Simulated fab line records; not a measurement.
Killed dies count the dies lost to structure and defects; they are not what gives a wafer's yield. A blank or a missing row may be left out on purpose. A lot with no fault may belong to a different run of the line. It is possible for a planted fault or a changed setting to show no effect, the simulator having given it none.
Chamber matching / flow n5_finfet / N5_BEOL_M5_CURE_80 on uv_cure-02: 3 sister chambers
The step cures SiCOH lowk, time 120 s. 6 wafers are shown with their chamber, then 12 later ones without.

## WAFERS, EACH WITH ITS CHAMBER
wafer=L080.4; chamber=2; wafer_temp_C_max=372.1; lamp_power_pct (%)=52.39
wafer=L080.5; chamber=2; wafer_temp_C_max=372.1; lamp_power_pct (%)=52.29
wafer=L084.2; chamber=1; wafer_temp_C_max=373.1; lamp_power_pct (%)=52.35
wafer=L084.3; chamber=1; wafer_temp_C_max=373.7; lamp_power_pct (%)=52.23
wafer=L085.2; chamber=0; wafer_temp_C_max=371.8; lamp_power_pct (%)=52.29
wafer=L085.3; chamber=0; wafer_temp_C_max=371.6; lamp_power_pct (%)=52.32

## WAFERS WHOSE CHAMBER IS MISSING
wafer=L086.1; wafer_temp_C_max=371.7; lamp_power_pct (%)=52.19
wafer=L086.2; wafer_temp_C_max=372.3; lamp_power_pct (%)=52.33
wafer=L086.4; wafer_temp_C_max=371.8; lamp_power_pct (%)=52.28
wafer=L089.2; wafer_temp_C_max=371.8; lamp_power_pct (%)=52.33
wafer=L089.5; wafer_temp_C_max=372.2; lamp_power_pct (%)=52.35
wafer=L089.6; wafer_temp_C_max=372.2; lamp_power_pct (%)=52.29
wafer=L096.1; wafer_temp_C_max=371.9; lamp_power_pct (%)=52.31
wafer=L096.2; wafer_temp_C_max=371.8; lamp_power_pct (%)=52.35
wafer=L096.5; wafer_temp_C_max=371.6; lamp_power_pct (%)=52.24
wafer=L097.1; wafer_temp_C_max=372.3; lamp_power_pct (%)=52.26
wafer=L097.2; wafer_temp_C_max=371.9; lamp_power_pct (%)=52.27
wafer=L097.5; wafer_temp_C_max=372.2; lamp_power_pct (%)=52.30

## WHICH CHAMBER EACH ONE RAN IN
wafer=L086.1; from the rows above=can't be placed: 0 or 2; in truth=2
wafer=L086.2; from the rows above=can't be placed: 2 or 0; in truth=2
wafer=L086.4; from the rows above=can't be placed: 0 or 2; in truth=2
wafer=L089.2; from the rows above=can't be placed: 0 or 2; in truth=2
wafer=L089.5; from the rows above=can't be placed: 2 or 0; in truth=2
wafer=L089.6; from the rows above=can't be placed: 2 or 0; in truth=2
wafer=L096.1; from the rows above=can't be placed: 0 or 2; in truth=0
wafer=L096.2; from the rows above=can't be placed: 0 or 2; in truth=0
wafer=L096.5; from the rows above=can't be placed: 0 or 2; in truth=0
wafer=L097.1; from the rows above=can't be placed: 2 or 0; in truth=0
wafer=L097.2; from the rows above=can't be placed: 0 or 2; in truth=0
wafer=L097.5; from the rows above=can't be placed: 2 or 0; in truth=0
Correctly placed: 0 of 12. Cannot be placed on the basis of these rows: 12; the candidates contain the true chamber in 12. Wrongly placed: 0.
How it was worked out, from the rows above alone: a wafer's distance from a chamber is the root of the sum, over the readings, of the square of ((its reading less the chamber's mean) divided by the reading's scatter). The wafer belongs to the nearest chamber; if the next one is less than 2 further off, it can't be placed. For every chamber, the mean is computed from those of its wafers that are shown. The scatter: the root of (the sum of the squares of (reading less its chamber's mean) over the shown wafers, divided by (wafers less chambers)).
